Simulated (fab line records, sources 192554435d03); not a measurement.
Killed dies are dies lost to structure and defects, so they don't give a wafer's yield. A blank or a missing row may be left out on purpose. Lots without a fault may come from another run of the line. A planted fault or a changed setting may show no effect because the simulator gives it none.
Chamber matching | flow n5_finfet | N5_BEOL_M0_SAQP_SPACER2_ETCHBACK_27 on rie_diel-04: 4 sister chambers
The step etches SiO2 in CHF3/O2, target depth 22.5 nm, time 11.25 s. 18 wafers are shown with their chamber, then 9 later ones without.

WAFERS WITH THEIR CHAMBER
wafer  | chamber | drypump_motor_current_A (A) | showerhead_plenum_p_Torr (Torr) | throttle_valve_pct (%)
L075.3 | 3       | 6.4                         | 2.41                            | 18.85
L075.5 | 3       | 6.5                         | 2.41                            | 18.85
L075.6 | 0       | 5.4                         | 2.54                            | 18.62
L077.2 | 2       | 6.5                         | 2.39                            | 18.77
L077.4 | 1       | 6.1                         | 2.41                            | 19.04
L077.5 | 0       | 5.4                         | 2.54                            | 18.61
L078.1 | 0       | 5.4                         | 2.54                            | 18.62
L078.3 | 3       | 6.5                         | 2.41                            | 18.85
L078.5 | 1       | 6.2                         | 2.41                            | 19.04
L080.1 | 3       | 6.4                         | 2.41                            | 18.85
L080.3 | 1       | 6.2                         | 2.41                            | 19.05
L080.4 | 2       | 6.5                         | 2.39                            | 18.76
L085.3 | 2       | 6.5                         | 2.39                            | 18.78
L085.4 | 1       | 6.2                         | 2.41                            | 19.07
L085.6 | 1       | 6.2                         | 2.41                            | 19.06
L091.1 | 1       | 6.2                         | 2.40                            | 19.06
L091.2 | 3       | 6.5                         | 2.40                            | 18.90
L091.4 | 0       | 5.4                         | 2.53                            | 18.69

SIGNATURES (means of the wafers above)
reading                  | chamber 0 | chamber 1 | chamber 2 | chamber 3 | scatter within a chamber
drypump_motor_current_A  | 5.400     | 6.183     | 6.500     | 6.460     | 0.0381
showerhead_plenum_p_Torr | 2.5375    | 2.4083    | 2.3900    | 2.4080    | 0.00413
throttle_valve_pct       | 18.6350   | 19.0533   | 18.7700   | 18.8600   | 0.0224
Rule: a wafer's distance from a chamber is the root of the sum, over the readings, of the square of ((its reading less the chamber's mean) divided by the reading's scatter). The wafer belongs to the nearest chamber; if the next one is less than 2 further off, it can't be placed. The scatter: the root of (the sum of the squares of (reading less its chamber's mean) over the shown wafers, divided by (wafers less chambers)).

WAFERS WITHOUT THEIR CHAMBER
wafer  | drypump_motor_current_A (A) | showerhead_plenum_p_Torr (Torr) | throttle_valve_pct (%)
L093.1 | 5.4                         | 2.53                            | 18.66
L093.3 | 6.4                         | 2.40                            | 18.90
L093.6 | 6.2                         | 2.40                            | 19.09
L094.1 | 6.2                         | 2.40                            | 19.08
L094.3 | 6.5                         | 2.38                            | 18.80
L094.4 | 5.4                         | 2.53                            | 18.68
L096.1 | 6.5                         | 2.40                            | 18.91
L096.5 | 6.3                         | 2.40                            | 19.11
L096.6 | 5.4                         | 2.53                            | 18.68

WHICH CHAMBER EACH WENT THROUGH
wafer  | from the rows above | in truth
L093.1 | 0                   | 0
L093.3 | 3                   | 3
L093.6 | 1                   | 1
L094.1 | 1                   | 1
L094.3 | 2                   | 2
L094.4 | 0                   | 0
L096.1 | 3                   | 3
L096.5 | 1                   | 1
L096.6 | 0                   | 0
Placed correctly: 9 of 9. Can't be placed from these rows: 0. Placed wrongly: 0.
